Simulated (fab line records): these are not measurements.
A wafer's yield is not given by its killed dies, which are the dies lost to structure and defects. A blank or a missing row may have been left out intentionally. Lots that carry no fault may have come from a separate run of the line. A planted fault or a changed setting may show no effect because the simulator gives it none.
Problem report, 8D (eight disciplines) form, completed by code | flow nand harc | the parts of the form that need people (team, actions taken, sign-off) are left out

1. WHAT WENT WRONG
NHARC_A_BONDPAD_ETCH_12, run length s: mean 89.5 s over 1 wafer from 1 lot; wafers with no fault: 131.1 s, standard deviation 0.48. Relative to the usual mean, that is a shift of -87 standard deviations.
The step: etches the open film in CHF3/O2, target depth 220 nm, time 110 s.
Seen first at day 20 06:22 on rie diel-06, wafer L246.3. The record holds 36 wafers of 12 lots with a number at this step. The rule behind "out" and "out of limits": a value lying over 4 standard deviations away from the usual mean. Any other wafer with a number is counted as sound.

2. WHAT IT IS, WHAT IT ISN'T
question                    | is                | is not
which readings at this step | run length s      | chamber pressure mTorr, drypump motor current A, mfc ar sccm, oes product au, rf vpp V, showerhead plenum p Torr
which lots                  | L246              | L237, L238, L239, L240, L241, L242, L251, L252, L253, L258, L260
which wafers of those lots  | L246.3            | L246.1, L246.4
read on which tools         | rie diel-06       | rie diel-08, rie diel-10
when                        | from day 20 06:22 | up to then (20 sound wafers); but 15 sound wafers of L251, L252, L253, L258, L260 came after

3. THE SUSPECTS, EACH WITH WHAT RULES IT OUT
Counting: a tool at a process step up to the reading stays a suspect if it ran every lot that is out. Sound lots after the first of them don't rule it out here, since some wafers of a struck lot are sound.
- pecvd-02 at NHARC_A_M1_DEP_33 (deposits SiCN, target thk 30 nm): kept. The lot that is out, L246, ran on it at day 20 04:11; the last sound lot it ran before that was L240, at day 18 06:05.
- rie diel-06 at NHARC_A_BONDPAD_ETCH_34 (etches the open film in N2/H2, target depth 60 nm, overetch 18 nm, time 65.91 s): kept. The lot that is out, L246, ran on it at day 20 06:16; the last sound lot it ran before that was L237, at day 18 08:54.
- rie diel-06 at NHARC_A_BONDPAD_ETCH_12 (etches the open film in CHF3/O2, target depth 220 nm, time 110 s): kept. The lot that is out, L246, ran on it at day 20 06:22; the last sound lot it ran before that was L237, at day 18 09:00. Out on those wafers are its own readings of run length s.
- At NHARC_A_BONDPAD_ETCH_34, inside rie diel-06: chamber 1 took the wafers that are out, while their sound lot-mates went through chambers 0, 3.
- At NHARC_A_BONDPAD_ETCH_12, inside rie diel-06: chamber 0 took the wafers that are out, while their sound lot-mates went through chambers 1, 3.
Still standing after the count: pecvd-02 at NHARC_A_M1_DEP_33, rie diel-06 at NHARC_A_BONDPAD_ETCH_34, rie diel-06 at NHARC_A_BONDPAD_ETCH_12.

4. THE CAUSE (what the simulator had put in)
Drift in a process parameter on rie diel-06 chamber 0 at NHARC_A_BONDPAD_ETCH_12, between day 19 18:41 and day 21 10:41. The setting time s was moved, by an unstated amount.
Counting leaves 3 suspects; this tool is one of them.

5. THE EFFECT CHAIN, in route order
One row per reading whose mean, taken over the struck wafers that have a number, lies over 3 standard deviations from the usual. Scope: only readings with a usual standard deviation given in the record; hours: median across lots of the time from each lot's start at the first step in this table that gives one to its start at this step; sigmas: change in usual standard deviations.
hours | step                    | reading      | usual   | on struck wafers | change | sigmas
0     | NHARC_A_BONDPAD_ETCH_12 | run length s | 131.1 s | 89.5             | -41.6  | -87
It contains these process steps:
- NHARC_A_BONDPAD_ETCH_12: etches the open film in CHF3/O2, target depth 220 nm, time 110 s.
Readings that are blank on the struck wafers while sound wafers have them: rf fwd power W at NHARC_A_BONDPAD_ETCH_12.

6. HOW IT WOULD HAVE BEEN CAUGHT EARLIER
In this record the first reading out of limits was taken at day 20 06:22, 12 hours after the fault began at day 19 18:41.
